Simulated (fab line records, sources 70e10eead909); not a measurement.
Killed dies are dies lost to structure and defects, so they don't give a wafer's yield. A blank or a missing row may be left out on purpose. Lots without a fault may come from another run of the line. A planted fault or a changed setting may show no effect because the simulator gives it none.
Which tool did it? | flow nand_harc | 13 lots, 38 wafers sampled, at 5 steps of a route of 1159

WHAT THE GAUGES READ, wafer by wafer
The record holds no reading of a measuring or inspecting step that can be judged against a usual standard deviation.

WHICH TOOL RAN EACH LOT (tool, then ch and the chambers of the sampled wafers, then the start)
lot  | NHARC_P_CONTACT_STRIP_28           | NHARC_P_CONTACT_CMP_24        | NHARC_P_M0_PRE_CLEAN_29                 | NHARC_P_M0_ECD_22              | NHARC_P_M0_CMP_23
L115 | rie_diel-13 ch 0,2,3, day 5 17:32  | cmp-03 ch 2,3, day 6 03:49    | pvd_sputter-03, day 6 06:40 or earlier  | ecd_cu-01 ch 0,1, day 6 06:40  | cmp-01 ch 0,1,2, day 6 07:26
L116 | rie_diel-13 ch 0,1,3, day 5 18:34  | cmp-03 ch 1,2, day 6 04:21    | pvd_sputter-03, day 6 07:08 or earlier  | ecd_cu-01 ch 0,1, day 6 07:08  | cmp-04 ch 0,2,3, day 6 08:02
L118 | rie_diel-13 ch 0,3, day 6 06:02    | cmp-01 ch 1,2,3, day 6 12:56  | pvd_sputter-02, day 6 15:42 or earlier  | ecd_cu-02 ch 0,1, day 6 15:42  | cmp-04 ch 1,2, day 6 16:16
L117 | rie_diel-09 ch 0,1,3, day 6 07:09  | cmp-01 ch 1,3, day 6 13:27    | pvd_sputter-01, day 6 16:17 or earlier  | ecd_cu-02 ch 0,1, day 6 16:17  | cmp-03 ch 1,2, day 6 16:55
L119 | rie_diel-13 ch 0,2,3, day 6 13:57  | cmp-02 ch 0,1,2, day 6 18:35  | pvd_sputter-02, day 6 21:25 or earlier  | ecd_cu-02 ch 0,1, day 6 21:25  | cmp-04 ch 1,2,3, day 6 22:06
L120 | rie_diel-13 ch 0,2,3, day 6 14:17  | cmp-02 ch 1,2, day 6 19:01    | pvd_sputter-01, day 6 22:00 or earlier  | ecd_cu-01 ch 0, day 6 22:00    | cmp-03 ch 1,2, day 6 22:41
L122 | rie_diel-13 ch 1,2, day 7 07:14    | cmp-03 ch 1,2,3, day 7 09:03  | pvd_sputter-03, day 7 11:55 or earlier  | ecd_cu-02 ch 0,1, day 7 11:55  | cmp-03 ch 0,2, day 7 12:38
L123 | rie_diel-09 ch 0,1,3, day 7 18:47  | cmp-03 ch 0,1,3, day 8 01:18  | pvd_sputter-01, day 8 03:58 or earlier  | ecd_cu-02 ch 0,1, day 8 03:58  | cmp-03 ch 0,1,2, day 8 04:41
L124 | rie_diel-09 ch 0,1,2, day 7 19:25  | cmp-03 ch 0,1,3, day 8 01:51  | pvd_sputter-02, day 8 04:39 or earlier  | ecd_cu-02 ch 0,1, day 8 04:39  | cmp-03 ch 0,1,2, day 8 05:23
L125 | rie_diel-09 ch 0,1,2, day 8 05:41  | cmp-01 ch 0,2,3, day 8 07:29  | pvd_sputter-03, day 8 10:17 or earlier  | ecd_cu-01 ch 0,1, day 8 10:17  | cmp-01 ch 1,2, day 8 10:54
L126 | rie_diel-13 ch 1,2,3, day 8 06:27  | cmp-02 ch 0,1, day 8 08:11    | pvd_sputter-02, day 8 10:57 or earlier  | ecd_cu-02 ch 0,1, day 8 10:57  | cmp-03 ch 0,2,3, day 8 11:43
L135 | rie_diel-13 ch 2, day 10 13:05     | cmp-01 ch 0,1, day 10 14:56   | pvd_sputter-03, day 10 17:33 or earlier | ecd_cu-01 ch 0,1, day 10 17:33 | cmp-04 ch 0,3, day 10 18:16
L137 | rie_diel-13 ch 0,2,3, day 11 04:25 | cmp-03 ch 0,1,3, day 11 06:08 | pvd_sputter-03, day 11 08:56 or earlier | ecd_cu-02 ch 0,1, day 11 08:56 | cmp-03 ch 0,1,2, day 11 09:40
- NHARC_P_CONTACT_STRIP_28: strips in O2.
- NHARC_P_CONTACT_CMP_24: polishes, t overpolish 30 s, target thk 200 nm.
- NHARC_P_M0_PRE_CLEAN_29: time 30 s.
- NHARC_P_M0_ECD_22: material Cu, target thk 400 nm.
- NHARC_P_M0_CMP_23: polishes, t overpolish 20 s, target thk 117.53 nm.

WHAT THE TOOLS THEMSELVES READ (means of the sampled wafers that have a number; where no wafer has one, the mark that the record gives instead)
NHARC_P_CONTACT_STRIP_28.
lot  | tool        | drypump_motor_current_A (A) | oes_product_au (a.u.) | rf_vpp_V (V) | showerhead_plenum_p_Torr (Torr) | throttle_valve_pct (%)
L115 | rie_diel-13 | 5.54                        | 1.006                 | 57.4         | 3.50                            | 17.047
L116 | rie_diel-13 | 5.49                        | 0.999                 | 57.9         | 3.56                            | 17.040
L118 | rie_diel-13 | 5.40                        | 1.006                 | 58.1         | 3.58                            | 17.032
L117 | rie_diel-09 | 5.41                        | 1.005                 | 57.8         | 3.60                            | 17.039
L119 | rie_diel-13 | 5.57                        | 1.004                 | 57.8         | 3.50                            | 17.038
L120 | rie_diel-13 | 5.56                        | 0.998                 | 57.8         | 3.50                            | 17.039
L122 | rie_diel-13 | 5.71                        | 1.008                 | 57.7         | 3.44                            | 17.031
L123 | rie_diel-09 | 5.40                        | 0.995                 | 58.4         | 3.60                            | 17.033
L124 | rie_diel-09 | 5.75                        | 1.009                 | 57.7         | 3.53                            | 17.028
L125 | rie_diel-09 | 5.77                        | 1.003                 | 58.2         | 3.53                            | 17.038
L126 | rie_diel-13 | 5.59                        | 0.996                 | 57.5         | 3.46                            | 17.037
L135 | rie_diel-13 | 5.83                        | 1.015                 | 57.2         | 3.32                            | 17.041
L137 | rie_diel-13 | 5.57                        | 0.992                 | 57.4         | 3.50                            | 17.035

NHARC_P_CONTACT_CMP_24.
lot  | tool   | edge_zone_pressure_frac | motor_current_A (A) | overpolish_run_s (s) | time_to_endpoint_s (s)
L115 | cmp-03 | 1.000                   | 12.1                | 30.005               | 41
L116 | cmp-03 | 1.001                   | 11.8                | 29.992               | 39
L118 | cmp-01 | 1.007                   | 11.1                | 29.995               | 36
L117 | cmp-01 | 1.003                   | 10.5                | 30.000               | 36
L119 | cmp-02 | 1.003                   | 11.1                | 30.005               | 42
L120 | cmp-02 | 1.002                   | 12.4                | 29.998               | 37
L122 | cmp-03 | 1.001                   | 12.7                | 29.991               | 39
L123 | cmp-03 | 1.004                   | 12.8                | 30.001               | 42
L124 | cmp-03 | 1.000                   | 13.1                | 29.996               | 43
L125 | cmp-01 | 1.003                   | 11.5                | 30.011               | 39
L126 | cmp-02 | 0.997                   | 10.8                | 30.001               | 42
L135 | cmp-01 | 0.999                   | 12.8                | 29.992               | 37
L137 | cmp-03 | 0.999                   | 12.8                | 29.997               | 39

NHARC_P_M0_PRE_CLEAN_29.
lot  | tool           | heater_power_w (W)
L115 | pvd_sputter-03 | 398
L116 | pvd_sputter-03 | 381
L118 | pvd_sputter-02 | 395
L117 | pvd_sputter-01 | 422
L119 | pvd_sputter-02 | 380
L120 | pvd_sputter-01 | 420
L122 | pvd_sputter-03 | 402
L123 | pvd_sputter-01 | 403
L124 | pvd_sputter-02 | 381
L125 | pvd_sputter-03 | 397
L126 | pvd_sputter-02 | 360
L135 | pvd_sputter-03 | 418
L137 | pvd_sputter-03 | 409

NHARC_P_M0_CMP_23.
lot  | tool   | edge_zone_pressure_frac | motor_current_A (A) | time_to_endpoint_s (s)
L115 | cmp-01 | 1.003                   | 12.4                | 26.7
L116 | cmp-04 | 1.000                   | 12.4                | 26.9
L118 | cmp-04 | 0.999                   | 13.2                | 29.7
L117 | cmp-03 | 1.000                   | 12.1                | 27.9
L119 | cmp-04 | 1.003                   | 13.0                | 26.7
L120 | cmp-03 | 0.996                   | 12.0                | 26.4
L122 | cmp-03 | 1.001                   | 11.7                | 32.0
L123 | cmp-03 | 0.997                   | 12.0                | 30.3
L124 | cmp-03 | 1.000                   | 11.7                | 28.4
L125 | cmp-01 | 0.998                   | 12.0                | 25.5
L126 | cmp-03 | 1.004                   | 12.4                | 29.9
L135 | cmp-04 | 1.002                   | 12.9                | 6.6
L137 | cmp-03 | 1.004                   | 12.2                | 27.1

THE ANSWER, worked out from the rows above alone
Rule: what is usual is taken from the lots themselves. Put in order of their means at a reading, lots are off if they are a third of the lots or fewer, leave a main group of 4 or more, and stand apart from it by a gap of 3 or more times the standard deviation of the main group's means; of several such gaps the widest counts. A main group whose means are all the same, to the digits that the tables above print for the reading, isn't used. A lot without any number at a reading at which 4 lots or more have one is off too. The other lots that the step has rows for count as sound. The gauges are gone through in route order, then the tools' own readings, and for those a lot's mean is taken as printed above. The first step at which some lot is off is used, and at that step the reading that is off furthest; a lot without a number counts as furthest.
Off: L135, at NHARC_P_M0_CMP_23 (time_to_endpoint_s). The main group: mean 28.1 s, standard deviation 1.9.
A tool fits if, at that step or a process step before it, it ran every lot that is off, and no sound lot after the first of them. NHARC_P_M0_PRE_CLEAN_29 gives no start for some lots, so the hours and the order of its lots are those of NHARC_P_M0_ECD_22. Can't be told from this: 3 tools fit, cmp-01 at NHARC_P_CONTACT_CMP_24, ecd_cu-01 at NHARC_P_M0_ECD_22, cmp-04 at NHARC_P_M0_CMP_23.

WHAT THE SIMULATOR HAD PUT IN
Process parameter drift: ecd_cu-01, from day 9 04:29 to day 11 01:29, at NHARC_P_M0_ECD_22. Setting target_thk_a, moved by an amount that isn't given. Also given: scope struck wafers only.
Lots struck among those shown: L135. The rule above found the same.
